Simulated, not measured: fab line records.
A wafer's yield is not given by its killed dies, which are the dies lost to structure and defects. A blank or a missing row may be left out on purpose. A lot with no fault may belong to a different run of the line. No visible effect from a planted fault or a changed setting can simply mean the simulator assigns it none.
Split-lot experiment | flow n5-finfet | 7 lots, 21 wafers read, on a route of 1938 steps

== THE SPLIT ==
At N5_BEOL_M1_PECVD_72 (deposits SiO2 from TEOS/O2, target thk 16 nm, time 18 s), the setting temp-c was moved away from the recipe's 400 C on 6 of the 21 wafers read, by -4.4% to +4.1%. The other wafers ran this setting at the recipe's value.

The split's own step is where the reading is taken.

== THE READING ==
SiO2_of_BEOL_M1_PECVD_72.thk-nm (the simulator's own value, which no gauge read), in nm, at N5_BEOL_M1_PECVD_72 (deposits SiO2 from TEOS/O2, target thk 16 nm, time 18 s). There is no usual value for it anywhere in the file. The 15 wafers here that ran the recipe average 15.9 nm, standard deviation 0.19 nm.

wafer  | tool, chamber at the split | temp-c as run, C | against the recipe | SiO2_of_BEOL_M1_PECVD_72.thk-nm, nm | against lot-mates on the recipe
L076.3 | pecvd-03, 1                | 416.4            | +4.1%              | 14.6                                | -1.5
L076.4 | pecvd-03, 0                | 400              | recipe             | 16                                  | -
L076.5 | pecvd-03, 1                | 400              | recipe             | 16.2                                | -
L078.2 | pecvd-04, 0,1              | 400              | recipe             | 15.8                                | -
L078.3 | pecvd-04, 0,1              | 400              | recipe             | 15.8                                | -
L078.4 | pecvd-04, 2                | 404.9            | +1.2%              | 15.8                                | +0.0
L080.2 | pecvd-04, 2                | 400              | recipe             | 16                                  | -
L080.4 | pecvd-04, 2                | 400              | recipe             | 16                                  | -
L080.3 | pecvd-04, 0                | 405.1            | +1.3%              | 15.2                                | -0.8
L083.2 | pecvd-04, 1                | 400              | recipe             | 15.6                                | -
L083.3 | pecvd-04, 2                | 411              | +2.8%              | 15                                  | -0.6
L083.6 | pecvd-04, 2                | 411              | +2.8%              | 15                                  | -0.6
L084.1 | pecvd-04, 1                | 382.4            | -4.4%              | 17.4                                | +1.7
L084.2 | pecvd-04, 2                | 400              | recipe             | 15.8                                | -
L084.3 | pecvd-04, 0                | 400              | recipe             | 15.6                                | -
L087.1 | pecvd-03, 2,1,2            | 400              | recipe             | 16                                  | -
L087.2 | pecvd-03, 2,1,2            | 400              | recipe             | 16                                  | -
L087.4 | pecvd-03, 2,1,2            | 400              | recipe             | 16                                  | -
L090.1 | pecvd-04, 1                | 400              | recipe             | 16.2                                | -
L090.2 | pecvd-04, 0                | 400              | recipe             | 15.6                                | -
L090.3 | pecvd-04, 2                | 400              | recipe             | 16                                  | -
When a row names more than one chamber, that row covers several wafers, and the file does not tell which wafer ran in which chamber.

THE FIT
A straight line over all 21 wafers: SiO2_of_BEOL_M1_PECVD_72.thk-nm changes by -0.33 nm for each +1% of temp-c; r = -0.94; the points scatter about the line by 0.2 nm.
The same after taking each lot's own level away (the mean of its wafers on the recipe; 21 wafers): -0.335 nm for each +1%; r = -0.94; scatter 0.2 nm.
That fit puts the effect of the largest move of temp-c on the reading at 1.5 nm.
The span of the lots' own levels, 15.60 to 16.10 nm, comes to 2.6 times the standard deviation stated above.
The two slopes are in agreement: the lot-to-lot level therefore moves the slope only a little.
Check: for one of the wafers moved furthest among these (-4.4%), held out of the fit, the line's prediction against its lot-mates is +1.33 nm. Against them it came out at +1.7 nm.

== OTHER SPLITS ON THESE WAFERS ==
These wafers also went through other splits before the reading. Each is held against what the fit with the lots' levels taken away leaves over:
other split on the same wafers    | wafers away from the commonest value | r with SiO2_of_BEOL_M1_PECVD_72.thk-nm (lot level and that fit taken away)
N5_BEOL_M0_SAQP_PECVD_96 time-s   | 8                                    | +0.24
N5_BEOL_M0_SAQP_ALD_48 ald-cycles | 5                                    | -0.17

== FILE'S OWN FIT ==
SiO2_of_BEOL_M1_PECVD_72.thk-nm changes by -0.348 nm for each +1% of temp-c, r = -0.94.
